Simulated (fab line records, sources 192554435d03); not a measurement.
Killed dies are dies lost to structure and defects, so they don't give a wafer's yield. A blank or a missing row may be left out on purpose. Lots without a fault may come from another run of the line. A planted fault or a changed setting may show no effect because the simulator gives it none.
Split-lot experiment | flow n5_finfet | 7 lots, 39 wafers read, on a route of 1938 steps

THE SPLIT
At N5_BEOL_M9_DESCUM_16 (chemistry O2, time 7.9 s), the setting time_s was moved away from the recipe's 7.9 s on 18 of the 39 wafers read, by -49.4% to +44.4%. The other wafers ran this setting at the recipe's value.

The reading is taken at the split's own step.

THE READING
CAR-ArF_of_BEOL_M9_COAT_05.thk_nm (the simulator's own value, which no gauge read), in nm, at N5_BEOL_M9_DESCUM_16 (chemistry O2, time 7.9 s). The file gives no usual value for it. The 21 wafers here that ran the recipe average 83.4 nm, standard deviation 0.25 nm.

wafer  | tool, chamber at the split | time_s as run, s | against the recipe | CAR-ArF_of_BEOL_M9_COAT_05.thk_nm, nm | against lot-mates on the recipe
L080.1 | rie_diel-03, 3,1           | 7.9              | recipe             | 83.6                                  | -
L080.4 | rie_diel-03, 3,1           | 7.9              | recipe             | 83.6                                  | -
L080.2 | rie_diel-03, 2             | 6.583            | -16.7%             | 84.6                                  | +1.2
L080.3 | rie_diel-03, 0             | 7.9              | recipe             | 83                                    | -
L080.5 | rie_diel-03, 1,0           | 6.583            | -16.7%             | 84.4                                  | +1.0
L080.6 | rie_diel-03, 1,0           | 6.583            | -16.7%             | 84.4                                  | +1.0
L083.1 | rie_diel-02, 3,2           | 7.9              | recipe             | 83.4                                  | -
L083.2 | rie_diel-02, 3,2           | 7.9              | recipe             | 83.4                                  | -
L083.4 | rie_diel-02, 1             | 7.9              | recipe             | 83.2                                  | -
L087.1 | rie_diel-06, 0             | 3.997            | -49.4%             | 86                                    | +2.5
L087.2 | rie_diel-06, 1,2           | 7.9              | recipe             | 83.4                                  | -
L087.6 | rie_diel-06, 1,2           | 7.9              | recipe             | 83.4                                  | -
L087.3 | rie_diel-06, 3             | 3.997            | -49.4%             | 86.2                                  | +2.7
L087.4 | rie_diel-06, 2             | 7.9              | recipe             | 83.6                                  | -
L087.5 | rie_diel-06, 3             | 3.997            | -49.4%             | 85.8                                  | +2.3
L089.1 | rie_diel-06, 1             | 7.9              | recipe             | 83.6                                  | -
L089.2 | rie_diel-06, 3             | 7.9              | recipe             | 83.8                                  | -
L089.3 | rie_diel-06, 2,0           | 9.398            | +19.0%             | 82.4                                  | -1.2
L089.4 | rie_diel-06, 2,0           | 9.398            | +19.0%             | 82.4                                  | -1.2
L089.5 | rie_diel-06, 3             | 9.398            | +19.0%             | 82.6                                  | -1.0
L089.6 | rie_diel-06, 2             | 7.9              | recipe             | 83.4                                  | -
L088.1 | rie_diel-02, 1,3           | 7.9              | recipe             | 83.2                                  | -
L088.4 | rie_diel-02, 1,3           | 7.9              | recipe             | 83.2                                  | -
L088.2 | rie_diel-02, 0,1,0         | 4.375            | -44.6%             | 85.4                                  | +2.3
L088.5 | rie_diel-02, 0,1,0         | 4.375            | -44.6%             | 85.4                                  | +2.3
L088.6 | rie_diel-02, 0,1,0         | 4.375            | -44.6%             | 85.4                                  | +2.3
L088.3 | rie_diel-02, 2             | 7.9              | recipe             | 83                                    | -
L093.1 | rie_diel-03, 1,0           | 6.004            | -24.0%             | 84.6                                  | +1.1
L093.3 | rie_diel-03, 1,0           | 6.004            | -24.0%             | 84.6                                  | +1.1
L093.2 | rie_diel-03, 2             | 6.004            | -24.0%             | 84.4                                  | +0.9
L093.4 | rie_diel-03, 3             | 7.9              | recipe             | 83.6                                  | -
L093.6 | rie_diel-03, 3             | 7.9              | recipe             | 83.6                                  | -
L093.5 | rie_diel-03, 0             | 7.9              | recipe             | 83.4                                  | -
L092.1 | rie_diel-02, 1             | 7.9              | recipe             | 82.8                                  | -
L092.2 | rie_diel-02, 0             | 7.9              | recipe             | 83.2                                  | -
L092.3 | rie_diel-02, 2,1           | 11.41            | +44.4%             | 80.8                                  | -2.2
L092.5 | rie_diel-02, 2,1           | 11.41            | +44.4%             | 80.8                                  | -2.2
L092.4 | rie_diel-02, 3             | 7.9              | recipe             | 83                                    | -
L092.6 | rie_diel-02, 0             | 11.41            | +44.4%             | 81.2                                  | -1.8
Where a row lists several chambers, the file gives one row for several wafers and doesn't say which wafer went through which chamber.

THE FIT
A straight line over all 39 wafers: CAR-ArF_of_BEOL_M9_COAT_05.thk_nm changes by -0.0516 nm for each +1% of time_s; r = -0.98; the points scatter about the line by 0.24 nm.
The same after taking each lot's own level away (the mean of its wafers on the recipe; 39 wafers): -0.05 nm for each +1%; r = -0.99; scatter 0.18 nm.
On that fit, the largest move of time_s shifts the reading by 2.5 nm.
The lots' own levels span 83.00 to 83.60 nm, that is 2.4 times the standard deviation above.
So the lot-to-lot level changes the slope little: the two slopes agree.
Check: with one of the wafers moved furthest among these (-49.4%) left out of the fit, the line predicts +2.47 nm for it against its lot-mates. It came out at +2.53 nm against them.

OTHER SPLITS ON THESE WAFERS
These wafers also went through other splits before the reading. Each is held against what the fit with the lots' levels taken away leaves over:
other split on the same wafers    | wafers away from the commonest value | r with CAR-ArF_of_BEOL_M9_COAT_05.thk_nm (lot level and that fit taken away)
N5_DUMMY_GATE_CVD_03 target_thk_a | 30                                   | +0.13
N5_GATE_CUT_ALD_22 ald_cycles     | 9                                    | -0.34
N5_BEOL_M0_SAQP_PECVD_00 time_s   | 15                                   | +0.16
N5_BEOL_M1_ETCH_70 time_s         | 15                                   | +0.23
N5_BEOL_M4_ETCH_64 time_s         | 9                                    | +0.15
N5_BEOL_M7_TRENCH_ETCH_37 time_s  | 9                                    | +0.28

THE FILE'S OWN FIT
CAR-ArF_of_BEOL_M9_COAT_05.thk_nm changes by -0.0501 nm for each +1% of time_s, r = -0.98.
